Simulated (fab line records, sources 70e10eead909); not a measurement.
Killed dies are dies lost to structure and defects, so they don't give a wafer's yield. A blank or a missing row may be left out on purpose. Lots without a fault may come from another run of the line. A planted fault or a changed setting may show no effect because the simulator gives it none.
Chamber matching | flow nand_harc | NHARC_A_M1_ETCH_35 on rie_diel-11: 4 sister chambers
The step etches the open film in N2/H2, target depth 40 nm, overetch 12 nm, time 43.94 s. 20 wafers are shown with their chamber, then 10 later ones without.

WAFERS WITH THEIR CHAMBER
wafer  | chamber | showerhead_plenum_p_Torr (Torr) | rf_vpp_V (V) | throttle_valve_pct (%)
L079.1 | 3       | 1.95                            | 427.5        | 14.176
L079.2 | 1       | 2.00                            | 429.1        | 14.172
L079.5 | 1       | 2.00                            | 428.6        | 14.165
L081.4 | 1       | 2.00                            | 431.4        | 14.171
L081.5 | 3       | 1.95                            | 427.8        | 14.167
L081.6 | 2       | 1.95                            | 428.6        | 14.163
L080.3 | 1       | 2.00                            | 429.5        | 14.163
L080.4 | 2       | 1.95                            | 429.0        | 14.163
L080.5 | 1       | 2.00                            | 428.7        | 14.174
L082.1 | 2       | 1.95                            | 428.7        | 14.170
L082.2 | 0       | 2.14                            | 432.9        | 14.178
L082.4 | 3       | 1.95                            | 428.2        | 14.173
L085.1 | 0       | 2.14                            | 433.0        | 14.177
L085.2 | 1       | 2.00                            | 429.4        | 14.178
L085.4 | 2       | 1.95                            | 427.5        | 14.167
L087.2 | 0       | 2.14                            | 432.1        | 14.172
L087.4 | 1       | 1.99                            | 429.9        | 14.169
L087.5 | 0       | 2.14                            | 434.2        | 14.186
L092.3 | 3       | 1.95                            | 427.7        | 14.173
L092.4 | 0       | 2.14                            | 433.8        | 14.180

SIGNATURES (means of the wafers above)
reading                  | chamber 0 | chamber 1 | chamber 2 | chamber 3 | scatter within a chamber
showerhead_plenum_p_Torr | 2.1400    | 1.9986    | 1.9500    | 1.9500    | 0.00231
rf_vpp_V                 | 433.200   | 429.514   | 428.450   | 427.800   | 0.776
throttle_valve_pct       | 14.17860  | 14.17029  | 14.16575  | 14.17225  | 0.00461
Rule: a wafer's distance from a chamber is the root of the sum, over the readings, of the square of ((its reading less the chamber's mean) divided by the reading's scatter). The wafer belongs to the nearest chamber; if the next one is less than 2 further off, it can't be placed. The scatter: the root of (the sum of the squares of (reading less its chamber's mean) over the shown wafers, divided by (wafers less chambers)).

WAFERS WITHOUT THEIR CHAMBER
wafer  | showerhead_plenum_p_Torr (Torr) | rf_vpp_V (V) | throttle_valve_pct (%)
L092.6 | 2.14                            | 433.1        | 14.158
L093.1 | 1.95                            | 427.5        | 14.154
L093.3 | 1.99                            | 429.6        | 14.164
L093.6 | 1.99                            | 428.7        | 14.159
L095.1 | 1.95                            | 428.1        | 14.171
L095.2 | 2.14                            | 433.2        | 14.137
L095.4 | 1.99                            | 430.9        | 14.167
L097.1 | 1.95                            | 427.3        | 14.179
L097.4 | 2.14                            | 433.3        | 14.178
L097.6 | 1.95                            | 427.3        | 14.175

WHICH CHAMBER EACH WENT THROUGH
wafer  | from the rows above     | in truth
L092.6 | 0                       | 0
L093.1 | can't be placed: 2 or 3 | 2
L093.3 | 1                       | 1
L093.6 | 1                       | 1
L095.1 | can't be placed: 3 or 2 | 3
L095.2 | 0                       | 0
L095.4 | 1                       | 1
L097.1 | can't be placed: 3 or 2 | 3
L097.4 | 0                       | 0
L097.6 | can't be placed: 3 or 2 | 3
Placed correctly: 6 of 10. Can't be placed from these rows: 4 (the true chamber is among the candidates in 4). Placed wrongly: 0.
